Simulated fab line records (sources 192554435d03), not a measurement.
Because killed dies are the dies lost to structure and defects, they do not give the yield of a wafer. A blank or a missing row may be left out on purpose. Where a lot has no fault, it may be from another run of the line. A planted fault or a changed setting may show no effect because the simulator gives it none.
Chamber matching    flow n5_finfet    N5_BEOL_M11_DESCUM_33 on rie_diel-02 has 4 sister chambers
The step chemistry O2, time 7.9 s. 27 wafers are shown with their chamber, then 12 later ones without.

## EACH WAFER AND ITS CHAMBER
wafer   chamber  throttle_valve_pct (%)  oes_product_au (a.u.)  drypump_motor_current_A (A)
L076.1  3        19.92                   0.79                   5.4
L076.2  2        20.68                   0.68                   5.2
L076.3  1        20.24                   0.91                   5.8
L076.4  0        20.60                   0.72                   6.3
L076.5  0        20.60                   0.72                   6.3
L076.6  1        20.23                   0.91                   5.8
L077.1  1        20.23                   0.90                   5.8
L077.2  3        19.93                   0.78                   5.4
L077.3  0        20.60                   0.72                   6.3
L077.4  2        20.69                   0.68                   5.1
L077.5  1        20.25                   0.90                   5.8
L077.6  2        20.68                   0.68                   5.1
L081.1  3        19.95                   0.77                   5.3
L081.5  3        19.96                   0.77                   5.3
L081.6  0        20.63                   0.72                   6.3
L082.1  2        20.69                   0.67                   5.2
L082.2  1        20.27                   0.89                   5.7
L082.3  0        20.62                   0.71                   6.2
L082.4  2        20.70                   0.68                   5.1
L082.5  0        20.63                   0.72                   6.2
L082.6  1        20.26                   0.87                   5.7
L084.1  1        20.28                   0.88                   5.8
L084.3  2        20.72                   0.68                   5.2
L084.4  3        19.95                   0.77                   5.4
L086.1  2        20.71                   0.66                   5.2
L086.3  3        19.95                   0.77                   5.3
L086.5  3        19.94                   0.76                   5.4

SIGNATURES, as means of the wafers listed above
reading                  chamber 0  chamber 1  chamber 2  chamber 3  scatter within a chamber
throttle_valve_pct       20.6133    20.2514    20.6957    19.9429    0.0161
oes_product_au           0.7183     0.8943     0.6757     0.7729     0.0101
drypump_motor_current_A  6.267      5.771      5.157      5.357      0.0519
Rule: a wafer's distance from a chamber is the root of the sum, over the readings, of the square of ((its reading less the chamber's mean) divided by the reading's scatter). If the next closest chamber is less than 2 further off than the closest, the wafer can't be placed; otherwise it belongs to the closest. How the scatter is found: for the shown wafers, subtract from each reading the mean of its chamber, square and add these, divide the total by (wafers less chambers), then take the root.

## WAFERS MISSING THEIR CHAMBER
wafer   throttle_valve_pct (%)  oes_product_au (a.u.)  drypump_motor_current_A (A)
L087.1  20.63                   0.71                   6.3
L087.2  19.96                   0.76                   5.4
L087.3  20.71                   0.67                   5.2
L089.1  19.95                   0.76                   5.3
L089.2  20.28                   0.87                   5.8
L089.5  20.63                   0.70                   6.2
L096.2  20.29                   0.84                   5.8
L096.3  20.53                   0.96                   5.2
L096.6  20.30                   0.84                   5.8
L097.1  20.30                   0.85                   5.8
L097.3  20.53                   0.96                   5.2
L097.6  20.53                   0.97                   5.2

## WHICH CHAMBER EACH ONE RAN IN
wafer    from the rows above   in truth
L087.1   0                     0
L087.2   3                     3
L087.3   2                     2
L089.1   3                     3
L089.2   1                     1
L089.5   0                     0
L096.2   1                     1
L096.3   1                     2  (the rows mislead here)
L096.6   1                     1
L097.1   1                     1
L097.3   1                     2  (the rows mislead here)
L097.6   1                     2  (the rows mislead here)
Placed correctly: 9 of 12. Number that these rows cannot place: 0. 3 placed wrongly.
